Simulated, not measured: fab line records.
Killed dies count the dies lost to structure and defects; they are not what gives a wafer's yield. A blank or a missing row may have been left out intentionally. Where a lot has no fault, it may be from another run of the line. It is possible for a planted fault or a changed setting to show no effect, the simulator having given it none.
Split-lot study + flow n5-finfet + 7 lots, 21 wafers read, on a route of 1938 steps

== THE SPLIT ==
At N5_BEOL_M6_TRENCH_ETCH_37 (etches SiCOH lowk in C4F6/O2, target depth 94.435 nm, time 31.5 s), the setting time-s was moved away from the recipe's 31.5 s on 10 of the 21 wafers read, by -22.4% to +21.4%. The other wafers ran this setting at the recipe's value.

== FROM THE SPLIT TO THE READING: what the file shows between them, 12 steps ==
- N5_BEOL_M6_ETCH_41: etches SiCN in CH3F/O2, target depth 29.7 nm, time 52 s
- N5_BEOL_M6_STRIP_80: strips in N2/H2, time 10 s
- N5_BEOL_M6_OCD_MEAS_38
- N5_BEOL_M6_ALD_77: deposits TaN, target thk 2 nm, pulse time 2 s, purge time 3 s (also split here: co-reactant-pulse-time-s)
- N5_BEOL_M6_SURFACE_TREAT_79
- N5_BEOL_M6_CVD_78: deposits Co from CCTBA/H2, target thk 2 nm, time 142.3 s
- N5_BEOL_M6_ECD_50: material Cu, target thk 300 nm
- N5_BEOL_M6_ANNEAL_51: time 90 s
- N5_BEOL_M6_CMP_52: polishes, stops on SiCOH lowk, t overpolish 6.9 s, target thk 80 nm
- N5_BEOL_M6_THK_MEAS_53: measures by xrf
- N5_BEOL_M6_PRE_CLEAN_55: time 15 s
- N5_BEOL_M6_DEP_56: deposits SiCN from 3MS/NH3, target thk 10 nm, time 17.5 s

== THE READING ==
Measured at N5_BEOL_M6_RS_MEAS_57 by four-point probe: M6_RS, in ohm/sq. On this fab line, fault-free wafers typically give 0.286 ohm/sq with a standard deviation of 0.012 ohm/sq.

| wafer  | tool, chamber at the split | time-s as run, s | against the recipe | M6_RS, ohm/sq | against lot-mates on the recipe |
|--------|----------------------------|------------------|--------------------|---------------|---------------------------------|
| L086.2 | rie-diel-06, 3             | 31.5             | recipe             | 0.280         | -                               |
| L086.3 | rie-diel-06, 1             | 38.15            | +21.1%             | 0.216         | -0.064                          |
| L086.6 | rie-diel-06, 3             | 38.15            | +21.1%             | 0.214         | -0.066                          |
| L085.1 | rie-diel-04, 3             | 31.5             | recipe             | 0.300         | -                               |
| L085.5 | rie-diel-04, 2             | 31.5             | recipe             | 0.316         | -                               |
| L085.6 | rie-diel-04, 1             | 24.45            | -22.4%             | 0.389         | +0.081                          |
| L087.1 | rie-diel-06, 0             | 29.38            | -6.7%              | 0.330         | no lot-mate on the recipe       |
| L087.4 | rie-diel-06, 3             | 29.38            | -6.7%              | 0.311         | no lot-mate on the recipe       |
| L087.5 | rie-diel-06, 2             | 29.38            | -6.7%              | 0.291         | no lot-mate on the recipe       |
| L089.1 | rie-diel-01, 1             | 31.5             | recipe             | 0.295         | -                               |
| L089.3 | rie-diel-01, 2             | 36.68            | +16.4%             | 0.236         | -0.055                          |
| L089.5 | rie-diel-01, 0             | 31.5             | recipe             | 0.288         | -                               |
| L093.1 | rie-diel-04, 3             | 38.25            | +21.4%             | 0.228         | -0.066                          |
| L093.2 | rie-diel-04, 2             | 38.25            | +21.4%             | 0.235         | -0.059                          |
| L093.4 | rie-diel-04, 0             | 31.5             | recipe             | 0.294         | -                               |
| L095.1 | rie-diel-01, 0             | 31.5             | recipe             | 0.288         | -                               |
| L095.2 | rie-diel-01, 3             | 31.5             | recipe             | 0.279         | -                               |
| L095.4 | rie-diel-01, 1             | 31.5             | recipe             | 0.280         | -                               |
| L096.1 | rie-diel-01, 1             | 34.78            | +10.4%             | 0.250         | -0.033                          |
| L096.3 | rie-diel-01, 0             | 31.5             | recipe             | 0.290         | -                               |
| L096.4 | rie-diel-01, 3             | 31.5             | recipe             | 0.277         | -                               |

THE FIT
A straight line over all 21 wafers: M6_RS changes by -0.00344 ohm/sq for each +1% of time-s; r = -0.95; the points scatter about the line by 0.013 ohm/sq.
The same after taking each lot's own level away (the mean of its wafers on the recipe; 18 wafers): -0.0032 ohm/sq for each +1%; r = -0.99; scatter 0.0054 ohm/sq.
According to that fit, moving time-s by its largest amount changes the reading by 0.072 ohm/sq.
From 0.2800 to 0.3080 ohm/sq: that is the span of the lots' own levels, equal to 2.3 times the standard deviation above.
Consequently the slope shifts little with the lot-to-lot level, the two slopes agreeing.
Check: +0.068 ohm/sq against its lot-mates is what the line predicts for one of the wafers moved furthest among these (-22.4%) when that wafer is left out of the fit. It came out at +0.081 ohm/sq against them.

== OTHER SPLITS APPLIED TO THESE WAFERS ==
Other splits were also applied to these wafers ahead of the reading. Each is held against what the fit with the lots' levels taken away leaves over:
| other split on the same wafers             | wafers away from the commonest value | r with M6_RS (lot level and that fit taken away) |
|--------------------------------------------|--------------------------------------|--------------------------------------------------|
| N5_BEOL_M6_ALD_77 co-reactant-pulse-time-s | 8                                    | +0.03                                            |

== THE WHOLE CHAIN: every reading that the file lists as answering this split, in the file's order ==
| step                      | what it does                                                        | reading                                                                      | change (the file's fit)               | r (the file's) |
|---------------------------|---------------------------------------------------------------------|------------------------------------------------------------------------------|---------------------------------------|----------------|
| N5_BEOL_M6_TRENCH_ETCH_37 | etches SiCOH lowk in C4F6/O2, target depth 94.435 nm, time 31.5 s   | BEOL_M6.feature-depth-nm (the simulator's own value, which no gauge read)    | +0.849 nm for each +1% of the setting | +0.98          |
| N5_BEOL_M6_TRENCH_ETCH_37 | etches SiCOH lowk in C4F6/O2, target depth 94.435 nm, time 31.5 s   | etch.depth-nm (the simulator's own value, which no gauge read)               | +0.847 nm for each +1% of the setting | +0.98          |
| N5_BEOL_M6_OCD_MEAS_38    |                                                                     | trench-depth-nm                                                              | +0.829 nm for each +1% of the setting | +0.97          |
| N5_BEOL_M6_CMP_52         | polishes, stops on SiCOH lowk, t overpolish 6.9 s, target thk 80 nm | Cu_of_BEOL_M6_ECD_50.thk-nm (the simulator's own value, which no gauge read) | +0.824 nm for each +1% of the setting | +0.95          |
| N5_BEOL_M6_THK_MEAS_53    | measures by xrf                                                     | M6_THK                                                                       | +0.839 for each +1% of the setting    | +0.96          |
| N5_BEOL_M6_RS_MEAS_57     | measures by four-point-probe                                        | M6_RS                                                                        | -0.00324 for each +1% of the setting  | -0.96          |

== THE FILE'S OWN FIT ==
M6_RS changes by -0.00324 ohm/sq for each +1% of time-s, r = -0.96.
